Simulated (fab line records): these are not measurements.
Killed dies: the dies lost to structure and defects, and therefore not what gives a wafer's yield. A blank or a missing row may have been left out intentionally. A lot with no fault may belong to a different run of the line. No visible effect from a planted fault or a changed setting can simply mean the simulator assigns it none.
fab line records / flow nandHarc
record lots=6 wafers=18 lastDay=23
route steps=1159 shown P_CONTACT@246 P_M0@253 END@1159
lots that met no fault: taken from a fault-free run of the same line
startH: hours from the record's first day to the start of the lot's first wafer shown / waitH: how many hours have passed since the lot's step before this one / " repeats the value in the row above / L1.1+2: several wafers, shown together as one row / - no value, or no start given / * or withheld: withheld / < > ~ a bound
route shown NAME@n: names a module that has steps shown in the file, with the first one's number in the route / usual: the fault-free wafers' mean and standard deviation / same: alike in all rows / chamber/n: place in a boat / sites: readings site by site / _std_site: standard deviation across them / _edge_site: the outer-site mean with the inner-site mean subtracted / radiusMm: for every site, how far away it sits from the centre of the wafer / mask NAME#n: copy n / behind: the most recent tool/chamber to have shaped the wafer / hold: why the lot was held/for how many hours/how that ended / device: transistor that didn't switch, given as n, p or np / end of line: tests of these same wafers at the route's end / a step given without rows: its recipe and nothing more / killed: at the first sort, the dies lost to defects and structure; wafer yield is something else / map: dies across one wafer; x = killed, . = not, _ = none there
set.NAME: the setting as run; set.NAME@STEP: as run at that earlier step / model.NAME: the simulator's own value behind a step, which no gauge read
certain route steps with their lots: each step a table, each wafer a row
services: from which hour (startH, from the record's first day; less than 0 if before it) a tool's chamber was out of use, for how many hours, and why
## steps
# step NHARC_P_CONTACT_PVD_32
# recipe targetThkA=50 chamberPressurePa=5 powerW=5000 substrateTempC=200 timeS=17.7 material=Ti
# usual substrateTempC=200.00/0.17 throttleValvePct=30.3/0.46
lot.wafer=L977.2 tool=pvdSputter-03 chamber=- startH=- waitH=- substrateTempC=199.72 throttleValvePct=30.4
lot.wafer=L977.3 tool=pvdSputter-03 chamber=- startH=- waitH=- substrateTempC=200.03 throttleValvePct=30.7
lot.wafer=L977.6 tool=pvdSputter-03 chamber=- startH=- waitH=- substrateTempC=200.19 throttleValvePct=30.3
lot.wafer=L981.4 tool=pvdSputter-01 chamber=- startH=- waitH=- substrateTempC=199.93 throttleValvePct=30.0
lot.wafer=L981.5 tool=pvdSputter-01 chamber=- startH=- waitH=- substrateTempC=200.00 throttleValvePct=30.4
lot.wafer=L981.6 tool=pvdSputter-01 chamber=- startH=- waitH=- substrateTempC=200.18 throttleValvePct=31.2
lot.wafer=L990.3 tool=pvdSputter-01 chamber=- startH=- waitH=- substrateTempC=199.98 throttleValvePct=31.0
lot.wafer=L990.1 tool=pvdSputter-01 chamber=- startH=- waitH=- substrateTempC=199.89 throttleValvePct=30.7
lot.wafer=L990.6 tool=pvdSputter-01 chamber=- startH=- waitH=- substrateTempC=199.89 throttleValvePct=30.9
lot.wafer=L992.2 tool=pvdSputter-01 chamber=- startH=- waitH=- substrateTempC=199.77 throttleValvePct=30.7
lot.wafer=L992.1 tool=pvdSputter-01 chamber=- startH=- waitH=- substrateTempC=200.14 throttleValvePct=30.4
lot.wafer=L992.6 tool=pvdSputter-01 chamber=- startH=- waitH=- substrateTempC=200.10 throttleValvePct=30.7
lot.wafer=L993.3 tool=pvdSputter-01 chamber=- startH=- waitH=- substrateTempC=199.72 throttleValvePct=30.7
lot.wafer=L993.1 tool=pvdSputter-01 chamber=- startH=- waitH=- substrateTempC=199.90 throttleValvePct=30.2
lot.wafer=L993.4 tool=pvdSputter-01 chamber=- startH=- waitH=- substrateTempC=200.02 throttleValvePct=30.4
lot.wafer=L996.2 tool=pvdSputter-01 chamber=- startH=- waitH=- substrateTempC=199.98 throttleValvePct=31.0
lot.wafer=L996.3 tool=pvdSputter-01 chamber=- startH=- waitH=- substrateTempC=199.88 throttleValvePct=30.4
lot.wafer=L996.5 tool=pvdSputter-01 chamber=- startH=- waitH=- substrateTempC=200.03 throttleValvePct=31.1
# step NHARC_P_CONTACT_ALD_22
# recipe targetThkA=30 pulseTimeS=1 aldCycles=150 tempC=450 material=TiN
# usual heaterPowerW=1069/120 precursorPulseHeightRel=0.999/0.017
# same pulseTimeS=1
lot.wafer=L977.3 tool=aldMetal-04 chamber=1 startH=118.64 waitH=- heaterPowerW=1063 precursorPulseHeightRel=1.028
lot.wafer=L977.2 tool=aldMetal-04 chamber=3 startH=118.64 waitH=- heaterPowerW=1020 precursorPulseHeightRel=1.016
lot.wafer=L977.6 tool=aldMetal-04 chamber=1 startH=118.64 waitH=- heaterPowerW=1061 precursorPulseHeightRel=1.039
lot.wafer=L981.4 tool=aldMetal-01 chamber=2 startH=145.94 waitH=- heaterPowerW=1159 precursorPulseHeightRel=1.009
lot.wafer=L981.6 tool=aldMetal-01 chamber=2 startH=145.94 waitH=- heaterPowerW=1183 precursorPulseHeightRel=1.012
lot.wafer=L981.5 tool=aldMetal-01 chamber=3 startH=145.94 waitH=- heaterPowerW=1162 precursorPulseHeightRel=1.024
lot.wafer=L990.1 tool=aldMetal-04 chamber=3 startH=187.90 waitH=- heaterPowerW=1025 precursorPulseHeightRel=0.985
lot.wafer=L990.3 tool=aldMetal-04 chamber=2 startH=187.90 waitH=- heaterPowerW=1092 precursorPulseHeightRel=0.955
lot.wafer=L990.6 tool=aldMetal-04 chamber=0 startH=187.90 waitH=- heaterPowerW=1176 precursorPulseHeightRel=0.988
lot.wafer=L992.2 tool=aldMetal-03 chamber=0 startH=204.12 waitH=- heaterPowerW=887 precursorPulseHeightRel=0.960
lot.wafer=L992.1 tool=aldMetal-03 chamber=2 startH=204.12 waitH=- heaterPowerW=987 precursorPulseHeightRel=0.995
lot.wafer=L992.6 tool=aldMetal-03 chamber=1 startH=204.12 waitH=- heaterPowerW=878 precursorPulseHeightRel=0.981
lot.wafer=L993.1 tool=aldMetal-03 chamber=1 startH=214.02 waitH=- heaterPowerW=886 precursorPulseHeightRel=1.005
lot.wafer=L993.3 tool=aldMetal-03 chamber=0 startH=214.02 waitH=- heaterPowerW=908 precursorPulseHeightRel=0.985
lot.wafer=L993.4 tool=aldMetal-03 chamber=2 startH=214.02 waitH=- heaterPowerW=994 precursorPulseHeightRel=0.977
lot.wafer=L996.3 tool=aldMetal-01 chamber=2 startH=223.60 waitH=- heaterPowerW=1183 precursorPulseHeightRel=1.003
lot.wafer=L996.2 tool=aldMetal-01 chamber=1 startH=223.60 waitH=- heaterPowerW=1137 precursorPulseHeightRel=0.996
lot.wafer=L996.5 tool=aldMetal-01 chamber=2 startH=223.60 waitH=- heaterPowerW=1176 precursorPulseHeightRel=0.983
# step NHARC_P_CONTACT_CVD_23
# recipe targetThkA=2000 tempC=300 pressureTorr=40 wf6FlowSccm=40 h2FlowSccm=1600 arFlowSccm=1560 timeS=557 material=W
# usual heaterPowerW=510/46 mfcH2Sccm=1600/4.7 mfcWf6Sccm=40.00/0.12 throttleValvePct=8.1/0.33
lot.wafer=L977.2 tool=cvdW-02 chamber=0 startH=- waitH=- heaterPowerW=551 mfcH2Sccm=1607 mfcWf6Sccm=39.93 throttleValvePct=8.0
lot.wafer=L977.3 tool=cvdW-02 chamber=0 startH=- waitH=- heaterPowerW=547 mfcH2Sccm=1603 mfcWf6Sccm=39.95 throttleValvePct=7.8
lot.wafer=L977.6 tool=cvdW-02 chamber=0 startH=- waitH=- heaterPowerW=561 mfcH2Sccm=1603 mfcWf6Sccm=39.86 throttleValvePct=8.0
lot.wafer=L981.4 tool=cvdW-02 chamber=1 startH=- waitH=- heaterPowerW=475 mfcH2Sccm=1598 mfcWf6Sccm=39.99 throttleValvePct=8.1
lot.wafer=L981.6 tool=cvdW-02 chamber=0 startH=- waitH=- heaterPowerW=577 mfcH2Sccm=1603 mfcWf6Sccm=39.87 throttleValvePct=7.4
lot.wafer=L981.5 tool=cvdW-02 chamber=1 startH=- waitH=- heaterPowerW=494 mfcH2Sccm=1593 mfcWf6Sccm=39.93 throttleValvePct=8.3
lot.wafer=L990.1 tool=cvdW-01 chamber=0 startH=- waitH=- heaterPowerW=442 mfcH2Sccm=1605 mfcWf6Sccm=40.11 throttleValvePct=8.5
lot.wafer=L990.3 tool=cvdW-01 chamber=1 startH=- waitH=- heaterPowerW=506 mfcH2Sccm=1604 mfcWf6Sccm=39.96 throttleValvePct=7.9
lot.wafer=L990.6 tool=cvdW-01 chamber=0 startH=- waitH=- heaterPowerW=453 mfcH2Sccm=1607 mfcWf6Sccm=40.17 throttleValvePct=8.5
lot.wafer=L992.2 tool=cvdW-01 chamber=0 startH=- waitH=- heaterPowerW=456 mfcH2Sccm=1596 mfcWf6Sccm=39.99 throttleValvePct=8.6
lot.wafer=L992.1 tool=cvdW-01 chamber=1 startH=- waitH=- heaterPowerW=496 mfcH2Sccm=1597 mfcWf6Sccm=39.98 throttleValvePct=8.4
lot.wafer=L992.6 tool=cvdW-01 chamber=1 startH=- waitH=- heaterPowerW=513 mfcH2Sccm=1605 mfcWf6Sccm=39.99 throttleValvePct=8.0
lot.wafer=L993.1 tool=cvdW-01 chamber=0 startH=- waitH=- heaterPowerW=449 mfcH2Sccm=1595 mfcWf6Sccm=39.92 throttleValvePct=8.4
lot.wafer=L993.4 tool=cvdW-01 chamber=1 startH=- waitH=- heaterPowerW=496 mfcH2Sccm=1606 mfcWf6Sccm=40.09 throttleValvePct=8.0
lot.wafer=L993.3 tool=cvdW-01 chamber=0 startH=- waitH=- heaterPowerW=454 mfcH2Sccm=1599 mfcWf6Sccm=39.88 throttleValvePct=8.5
lot.wafer=L996.2 tool=cvdW-02 chamber=1 startH=- waitH=- heaterPowerW=468 mfcH2Sccm=1602 mfcWf6Sccm=39.99 throttleValvePct=8.3
lot.wafer=L996.3 tool=cvdW-02 chamber=0 startH=- waitH=- heaterPowerW=597 mfcH2Sccm=1606 mfcWf6Sccm=40.11 throttleValvePct=7.9
lot.wafer=L996.5 tool=cvdW-02 chamber=0 startH=- waitH=- heaterPowerW=611 mfcH2Sccm=1599 mfcWf6Sccm=40.05 throttleValvePct=8.0
# step NHARC_P_CONTACT_CMP_24
# recipe tOverpolishS=30 targetThkNm=200
# usual motorCurrentA=11.7/1.6 overpolishRunS=30.001/0.0087 timeToEndpointS=41.2/2.9
# same tOverpolishS=30
lot.wafer=L977.3 tool=cmp-02 chamber=1 startH=122.67 waitH=0.3 motorCurrentA=12.7 overpolishRunS=30.017 timeToEndpointS=41.5
lot.wafer=L977.2 tool=cmp-02 chamber=2 startH=122.67 waitH=0.3 motorCurrentA=12.0 overpolishRunS=29.995 timeToEndpointS=42.5
lot.wafer=L977.6 tool=cmp-02 chamber=1 startH=122.67 waitH=0.3 motorCurrentA=13.4 overpolishRunS=29.989 timeToEndpointS=41.0
lot.wafer=L981.4 tool=cmp-04 chamber=3 startH=146.79 waitH=0.3 motorCurrentA=10.6 overpolishRunS=30.005 timeToEndpointS=43.6
lot.wafer=L981.6 tool=cmp-04 chamber=3 startH=146.79 waitH=0.3 motorCurrentA=10.7 overpolishRunS=29.998 timeToEndpointS=40.8
lot.wafer=L981.5 tool=cmp-04 chamber=0 startH=146.79 waitH=0.3 motorCurrentA=11.7 overpolishRunS=30.004 timeToEndpointS=44.7
lot.wafer=L990.3 tool=cmp-04 chamber=1 startH=188.93 waitH=0.3 motorCurrentA=10.6 overpolishRunS=29.991 timeToEndpointS=41.8
lot.wafer=L990.1 tool=cmp-04 chamber=2 startH=188.93 waitH=0.3 motorCurrentA=11.0 overpolishRunS=30.015 timeToEndpointS=43.6
lot.wafer=L990.6 tool=cmp-04 chamber=1 startH=188.93 waitH=0.3 motorCurrentA=10.1 overpolishRunS=30.006 timeToEndpointS=41.7
lot.wafer=L992.2 tool=cmp-04 chamber=2 startH=209.82 waitH=0.6 motorCurrentA=10.8 overpolishRunS=29.987 timeToEndpointS=43.4
lot.wafer=L992.1 tool=cmp-04 chamber=3 startH=209.82 waitH=0.6 motorCurrentA=10.2 overpolishRunS=30.005 timeToEndpointS=43.1
lot.wafer=L992.6 tool=cmp-04 chamber=1 startH=209.82 waitH=0.6 motorCurrentA=10.1 overpolishRunS=30.000 timeToEndpointS=41.0
lot.wafer=L993.4 tool=cmp-04 chamber=0 startH=219.89 waitH=0.4 motorCurrentA=11.5 overpolishRunS=30.021 timeToEndpointS=43.9
lot.wafer=L993.1 tool=cmp-04 chamber=1 startH=219.89 waitH=0.4 motorCurrentA=9.9 overpolishRunS=30.023 timeToEndpointS=38.0
lot.wafer=L993.3 tool=cmp-04 chamber=2 startH=219.89 waitH=0.4 motorCurrentA=10.7 overpolishRunS=29.991 timeToEndpointS=39.3
lot.wafer=L996.3 tool=cmp-03 chamber=3 startH=224.46 waitH=0.4 motorCurrentA=11.5 overpolishRunS=30.000 timeToEndpointS=43.0
lot.wafer=L996.2 tool=cmp-03 chamber=1 startH=224.46 waitH=0.4 motorCurrentA=12.5 overpolishRunS=30.006 timeToEndpointS=39.9
lot.wafer=L996.5 tool=cmp-03 chamber=3 startH=224.46 waitH=0.4 motorCurrentA=11.1 overpolishRunS=29.998 timeToEndpointS=42.1
# step NHARC_P_CONTACT_SRD_26
# step NHARC_P_CONTACT_INSPECT_27
# usual rawDefectCount=305/170
lot.wafer=L977.2 tool=defectInspect-01 chamber=- startH=123.08 waitH=0.1 rawDefectCount=381
lot.wafer=L977.3 tool=defectInspect-01 chamber=- startH=123.08 waitH=0.1 rawDefectCount=182
lot.wafer=L977.6 tool=defectInspect-01 chamber=- startH=123.08 waitH=0.1 rawDefectCount=408
lot.wafer=L981.4 tool=defectInspect-02 chamber=- startH=147.19 waitH=0.1 rawDefectCount=570
lot.wafer=L981.5 tool=defectInspect-02 chamber=- startH=147.19 waitH=0.1 rawDefectCount=448
lot.wafer=L981.6 tool=defectInspect-02 chamber=- startH=147.19 waitH=0.1 rawDefectCount=1299
lot.wafer=L990.1 tool=defectInspect-02 chamber=- startH=189.30 waitH=0.1 rawDefectCount=233
lot.wafer=L990.3 tool=defectInspect-02 chamber=- startH=189.30 waitH=0.1 rawDefectCount=226
lot.wafer=L990.6 tool=defectInspect-02 chamber=- startH=189.30 waitH=0.1 rawDefectCount=231
lot.wafer=L992.1 tool=defectInspect-01 chamber=- startH=210.21 waitH=0.1 rawDefectCount=265
lot.wafer=L992.2 tool=defectInspect-01 chamber=- startH=210.21 waitH=0.1 rawDefectCount=304
lot.wafer=L992.6 tool=defectInspect-01 chamber=- startH=210.21 waitH=0.1 rawDefectCount=455
lot.wafer=L993.1 tool=defectInspect-01 chamber=- startH=220.29 waitH=0.1 rawDefectCount=242
lot.wafer=L993.3 tool=defectInspect-01 chamber=- startH=220.29 waitH=0.1 rawDefectCount=156
lot.wafer=L993.4 tool=defectInspect-01 chamber=- startH=220.29 waitH=0.1 rawDefectCount=190
lot.wafer=L996.2 tool=defectInspect-02 chamber=- startH=224.87 waitH=0.1 rawDefectCount=319
lot.wafer=L996.3 tool=defectInspect-02 chamber=- startH=224.87 waitH=0.1 rawDefectCount=266
lot.wafer=L996.5 tool=defectInspect-02 chamber=- startH=224.87 waitH=0.1 rawDefectCount=219
# step NHARC_P_M0_DEP_00
# recipe targetThkA=1500 targetThkNm=150 tempC=withheld pressureTorr=5 flowSccm=200 rfW=600 material=SiOC
# step NHARC_P_M0_DEHYDRATE_01
# recipe tempC=150 timeS=120
# step NHARC_P_M0_HMDS_02
# recipe timeS=30
# step NHARC_P_M0_COAT_33
# recipe tempC=200 timeS=65
# step NHARC_P_M0_COAT_03
# recipe spinRpm=1500 resistThkNm=90
# step NHARC_P_M0_SOFTBAKE_04
# recipe tempC=105 timeS=55
# usual heaterPowerTotalW=188.45/0.13
lot.wafer=L977.2 tool=lithoTrack-04 chamber=0 startH=123 waitH=- heaterPowerTotalW=188.36
lot.wafer=L977.3 tool=lithoTrack-04 chamber=0 startH=123 waitH=- heaterPowerTotalW=188.49
lot.wafer=L977.6 tool=lithoTrack-04 chamber=0 startH=123 waitH=- heaterPowerTotalW=188.53
lot.wafer=L981.4 tool=lithoTrack-06 chamber=0 startH=147 waitH=- heaterPowerTotalW=188.40
lot.wafer=L981.5 tool=lithoTrack-06 chamber=0 startH=147 waitH=- heaterPowerTotalW=188.33
lot.wafer=L981.6 tool=lithoTrack-06 chamber=0 startH=147 waitH=- heaterPowerTotalW=188.31
lot.wafer=L990.1 tool=lithoTrack-04 chamber=0 startH=189 waitH=- heaterPowerTotalW=186.64
lot.wafer=L990.3 tool=lithoTrack-04 chamber=0 startH=189 waitH=- heaterPowerTotalW=186.61
lot.wafer=L990.6 tool=lithoTrack-04 chamber=0 startH=189 waitH=- heaterPowerTotalW=186.93
lot.wafer=L992.1 tool=lithoTrack-04 chamber=0 startH=210 waitH=- heaterPowerTotalW=186.74
lot.wafer=L992.2 tool=lithoTrack-04 chamber=0 startH=210 waitH=- heaterPowerTotalW=186.69
lot.wafer=L992.6 tool=lithoTrack-04 chamber=0 startH=210 waitH=- heaterPowerTotalW=186.78
lot.wafer=L993.1 tool=lithoTrack-01 chamber=0 startH=220 waitH=- heaterPowerTotalW=188.70
lot.wafer=L993.3 tool=lithoTrack-01 chamber=0 startH=220 waitH=- heaterPowerTotalW=188.53
lot.wafer=L993.4 tool=lithoTrack-01 chamber=0 startH=220 waitH=- heaterPowerTotalW=188.46
lot.wafer=L996.2 tool=lithoTrack-01 chamber=0 startH=225 waitH=- heaterPowerTotalW=188.25
lot.wafer=L996.3 tool=lithoTrack-01 chamber=0 startH=225 waitH=- heaterPowerTotalW=188.43
lot.wafer=L996.5 tool=lithoTrack-01 chamber=0 startH=225 waitH=- heaterPowerTotalW=188.27
# step NHARC_P_M0_EBR_05
# step NHARC_END_SORT_01
# recipe tempC=25
# usual defectLimitedYield=95.6/1.4 killedAtArray=25/9.2 killedAtOther=0.8/1.2 killedAtPeriphery=3.9/2.6 killedDies=30/9.7 killedOpen=3.4/1.9 killedShort=2.0/1.4 sort_bin_2_pct=1.4/0.62 sort_bin_3_pct=0.24/0.2 sort_bin_4_pct=2.8/0.92 sortNPass=647/9.7 sortRimYieldPct=94/3.3 sortYieldPct=95.6/1.4
# same grossDies=677 sort_bin_5_pct[%]=0 sort_bin_6_pct[%]=0 sort_bin_7_pct[%]=0 sort_bin_8_pct[%]=0 sortRimNGross=106.00
lot.wafer=L990.1 tool=prober-01 chamber=0 startH=507.45 waitH=2.5 defectLimitedYield[%]=96.3 killedAtArray=22 killedAtOther=0 killedAtPeriphery=3 killedDies=25 killedOpen=5 killedShort=4 sort_bin_2_pct[%]=1.2 sort_bin_3_pct[%]=0 sort_bin_4_pct[%]=2.5 sortNPass=652 sortRimYieldPct[%]=98 sortYieldPct[%]=96.3
lot.wafer=L990.3 tool=prober-01 chamber=0 startH=509.03 waitH=3.1 defectLimitedYield[%]=94.7 killedAtArray=34 killedAtOther=0 killedAtPeriphery=2 killedDies=36 killedOpen=4 killedShort=1 sort_bin_2_pct[%]=1.2 sort_bin_3_pct[%]=0.44 sort_bin_4_pct[%]=3.7 sortNPass=641 sortRimYieldPct[%]=87 sortYieldPct[%]=94.7
lot.wafer=L990.6 tool=prober-01 chamber=0 startH=511.40 waitH=3.9 defectLimitedYield[%]=95.4 killedAtArray=29 killedAtOther=0 killedAtPeriphery=2 killedDies=31 killedOpen=4 killedShort=2 sort_bin_2_pct[%]=1.9 sort_bin_3_pct[%]=0.30 sort_bin_4_pct[%]=2.4 sortNPass=646 sortRimYieldPct[%]=93 sortYieldPct[%]=95.4
lot.wafer=L992.1 tool=prober-01 chamber=0 startH=536.08 waitH=2.5 defectLimitedYield[%]=94.8 killedAtArray=24 killedAtOther=2 killedAtPeriphery=9 killedDies=35 killedOpen=2 killedShort=2 sort_bin_2_pct[%]=1.5 sort_bin_3_pct[%]=0.15 sort_bin_4_pct[%]=3.5 sortNPass=642 sortRimYieldPct[%]=93 sortYieldPct[%]=94.8
lot.wafer=L992.2 tool=prober-01 chamber=0 startH=536.89 waitH=2.8 defectLimitedYield[%]=93.8 killedAtArray=31 killedAtOther=3 killedAtPeriphery=8 killedDies=42 killedOpen=2 killedShort=2 sort_bin_2_pct[%]=2.8 sort_bin_3_pct[%]=0 sort_bin_4_pct[%]=3.4 sortNPass=635 sortRimYieldPct[%]=91 sortYieldPct[%]=93.8
lot.wafer=L992.6 tool=prober-01 chamber=0 startH=540.13 waitH=4.1 defectLimitedYield[%]=93.2 killedAtArray=34 killedAtOther=4 killedAtPeriphery=8 killedDies=46 killedOpen=4 killedShort=3 sort_bin_2_pct[%]=1.2 sort_bin_3_pct[%]=0 sort_bin_4_pct[%]=5.6 sortNPass=631 sortRimYieldPct[%]=87 sortYieldPct[%]=93.2
# killed by level:class
L990.1 A_SLIT:chamberFilmFlake=5 A_STAIRCASE:chamberFilmFlake=4 A_CHANNEL_HOLE_D1:chamberFilmFlake=3 A_WL_FILL:chamberFilmFlake=3 P_M0:geometricParticle:open=2 A_WL_FILL:geometricParticle:short=2 A_CHANNEL_HOLE_D1:geometricParticle:open=1 A_CHANNEL_FILL_D1:geometricParticle:short=1
L990.3 A_SLIT:chamberFilmFlake=17 A_STAIRCASE:chamberFilmFlake=6 A_CHANNEL_HOLE_D1:chamberFilmFlake=4 P_M0:geometricParticle:open=2 A_WL_FILL:chamberFilmFlake=2 A_CONTACT:chamberFilmFlake=2 A_CHANNEL_HOLE_D1:geometricParticle:short=1 A_CHANNEL_HOLE_D1:geometricParticle:open=1
L990.6 A_SLIT:chamberFilmFlake=8 A_STAIRCASE:chamberFilmFlake=7 A_CHANNEL_HOLE_D1:chamberFilmFlake=4 A_WL_FILL:chamberFilmFlake=3 A_M0:geometricParticle:open=2 P_M2:geometricParticle:open=1 A_SGD_CUT:geometricParticle:short=1 A_WL_FILL:geometricParticle:short=1
L992.1 A_SLIT:chamberFilmFlake=12 A_CONTACT:chamberFilmFlake=5 A_CHANNEL_HOLE_D1:chamberFilmFlake=4 P_GATE:geometricParticle:open=2 P_GATE:chamberFilmFlake=2 P_M1:chamberFilmFlake=2 THIN_TSV:chamberFilmFlake=2 P_CONTACT:geometricParticle:short=1
L992.2 A_SLIT:chamberFilmFlake=16 A_CHANNEL_HOLE_D1:chamberFilmFlake=6 P_CONTACT:chamberFilmFlake=5 A_CONTACT:chamberFilmFlake=4 THIN_TSV:chamberFilmFlake=3 P_M1:chamberFilmFlake=2 P_CONTACT:geometricParticle:open=1 A_STAIRCASE:geometricParticle:short=1
L992.6 A_SLIT:chamberFilmFlake=13 A_CONTACT:chamberFilmFlake=7 A_ZERO_WELL:chamberFilmFlake=5 A_CHANNEL_HOLE_D1:chamberFilmFlake=4 THIN_TSV:chamberFilmFlake=3 P_CONTACT:geometricParticle:open=2 P_GATE:chamberFilmFlake=2 P_M1:chamberFilmFlake=2
## services
tool=cvdW-01 chamber=- startH=100.48 hours=1.0 kind=repair
tool=aldMetal-04 chamber=- startH=101.02 hours=0.5 kind=repair
tool=aldMetal-01 chamber=- startH=102.00 hours=10.0 kind=pm
tool=pvdSputter-03 chamber=- startH=102.05 hours=10.0 kind=pm
tool=cmp-04 chamber=- startH=105.08 hours=4.0 kind=pm
tool=cvdW-01 chamber=- startH=114.97 hours=13.0 kind=pm
tool=lithoTrack-06 chamber=- startH=117.00 hours=7.0 kind=pm
tool=cmp-02 chamber=- startH=128.50 hours=4.0 kind=pm
tool=aldMetal-03 chamber=- startH=135.06 hours=1.2 kind=repair
tool=lithoTrack-04 chamber=- startH=141.00 hours=7.0 kind=pm
tool=cvdW-01 chamber=0 startH=142.12 hours=24.5 kind=repair
tool=aldMetal-03 chamber=- startH=144.00 hours=10.0 kind=pm
tool=cvdW-01 chamber=- startH=150.88 hours=0.6 kind=repair
tool=cmp-03 chamber=- startH=156.00 hours=4.0 kind=pm
tool=pvdSputter-01 chamber=- startH=158.00 hours=10.0 kind=pm
tool=cmp-02 chamber=- startH=174.05 hours=0.3 kind=repair
tool=cmp-03 chamber=- startH=177.76 hours=0.9 kind=repair
tool=cvdW-02 chamber=- startH=195.29 hours=13.0 kind=pm
tool=cmp-02 chamber=- startH=197.48 hours=1.5 kind=repair
tool=cmp-04 chamber=- startH=203.08 hours=4.0 kind=pm
tool=aldMetal-03 chamber=3 startH=210.17 hours=12.7 kind=repair
tool=cmp-03 chamber=- startH=210.26 hours=1.8 kind=repair
tool=cmp-02 chamber=- startH=211.97 hours=0.4 kind=repair
tool=cvdW-01 chamber=- startH=214.16 hours=3.9 kind=repair
## key
firstSign step=NHARC_P_M0_SOFTBAKE_04 reading=heaterPowerTotalW direction=down sigmas=13 usual=* struck=*
effect none on later readings
metAt NHARC_P_M0_SOFTBAKE_04
struckWafers L990.1,L990.3,L990.6,L992.1,L992.2,L992.6
onsetBetween 123 189
fault kind=processParameterDrift tool=lithoTrack-04 chamber=- onsetH=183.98 steps=NHARC_P_M0_SOFTBAKE_04 channel=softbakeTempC offset=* shape=step endH=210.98 actsIn=* stated=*
